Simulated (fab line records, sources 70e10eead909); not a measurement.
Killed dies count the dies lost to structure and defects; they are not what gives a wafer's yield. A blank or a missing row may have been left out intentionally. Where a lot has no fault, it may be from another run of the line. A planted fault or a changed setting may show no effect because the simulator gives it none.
Struck lot and sound lot, side by side / flow nand harc / 14 steps out of a route of 1302
Sound: wafers L630.1, L630.2, L630.4. Wafers struck: L621.2, L621.4, L621.5. The cause is named last.
Order at every step that has rows: each side's tool, ch and its chambers, its first start. Under that, the readings that differ: sound wafers / struck wafers / difference of the means / sigmas: that difference in standard deviations of wafers without a fault.
alike: words and numbers the same on both sides, and readings whose means are apart by under 2 such deviations; not compared: readings that were withheld, readings missing a value for some wafer, numbers with overlapping values and no deviation given by the record, and bounds like >300 which may hide the same value.
A row with sigmas, a row that says differs or no value, or rows on one side alone: a step with any of these is where the two part. Non-overlapping numbers with no deviation appear without sigmas and do not part them. Lack of a reading on every wafer of one side parts them only where that side has two or more wafers.

first, 1 step without rows for these wafers: NHARC_A_SLIT_STRIP_28 (strips in O2/COS).
NHARC_A_SLIT_ETCH_29: etches the open film in CF4/O2, target depth 100 nm, overetch 10 nm, time 55 s.
  sound on rie diel-08 ch 0,1,2, day 25 22:17; struck on rie diel-08 ch 1,3, day 22 21:32
  alike: drypump motor current A, mfc ar sccm, oes product au, rf vpp V, showerhead plenum p Torr, throttle valve pct
  not compared: rf hours counter h
NHARC_A_SLIT_STRIP_18: strips in O2.
  sound on rie diel-08 ch 0,1,2; struck on rie diel-08 ch 0,1,2
  alike: drypump motor current A, mfc ar sccm, oes product au, rf vpp V, showerhead plenum p Torr, throttle valve pct
  not compared: rf hours counter h
then, 2 steps without rows for these wafers: NHARC_A_SLIT_PRECLEAN_19 (cleans in SC1); NHARC_A_SLIT_SRD_20.
NHARC_A_SLIT_CD_MEAS_21:
  struck on cd sem-02, day 22 22:05; sound on cd sem-02, day 25 22:49
  alike: cd nm
then, 3 steps without rows for these wafers: NHARC_A_SIN_REMOVE_WET_00 (chemistry H3PO4, time 15300 s); NHARC_A_SIN_REMOVE_PRECLEAN_01 (cleans in SC1); NHARC_A_SIN_REMOVE_SRD_02.
NHARC_A_SIN_REMOVE_INSPECT_04:
  struck on defect inspect-02, day 23 04:40; sound on defect inspect-01, day 26 05:32
  alike: raw defect count
NHARC_A_WL_FILL_ALD_00: deposits Al2O3, target thk 3 nm, pulse time 3 s, ald cycles 30.
  sound on ald hk-04 ch 0,2,3, day 26 05:36; struck on ald hk-03 ch 0,2,3, day 23 04:47
  alike: heater power w, precursor pulse height rel
NHARC_A_WL_FILL_RTA_01: time 5 s.
  sound on rtp anneal-01 ch 0, day 26 05:52; struck on rtp anneal-02 ch 0, day 23 05:01
reading=wafer_temp_C_max; sound=1001.5 1001.7 1002.0; struck=965.2 965.2 967.0; difference=-35.9; sigmas=-39
  alike: lamp power pct, lamp_zone_6_pct
NHARC_A_WL_FILL_ALD_02: deposits TiN, target thk 2 nm, pulse time 3 s, ald cycles 100.
  sound on ald metal-02 ch 1,2,3, day 26 06:07; struck on ald metal-03 ch 2,3, day 23 05:13
  alike: heater power w, precursor pulse height rel
-- record jumps: 4 days between struck wafers' starts before vs after; left off in module A_WL_FILL, resumes in module END, first step shown is number 1302 of the route --
NHARC_END_SORT_01:
  sound on prober-02 ch 0, day 30 02:35; struck on prober-01 ch 0, day 27 07:58
reading=killed at array; sound=68; struck=35 30 33; difference=-35; sigmas=-2
reading=killed dies; sound=71; struck=39 31 35; difference=-36; sigmas=-2
  alike: killed at other, killed at periphery, killed open, killed short

## WHERE THEY PART
First at NHARC_A_WL_FILL_RTA_01; last, within this record, at NHARC_END_SORT_01.

WHY: whatever the simulator had introduced
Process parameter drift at NHARC_A_WL_FILL_RTA_01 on rtp anneal-02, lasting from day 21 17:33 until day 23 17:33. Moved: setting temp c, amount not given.
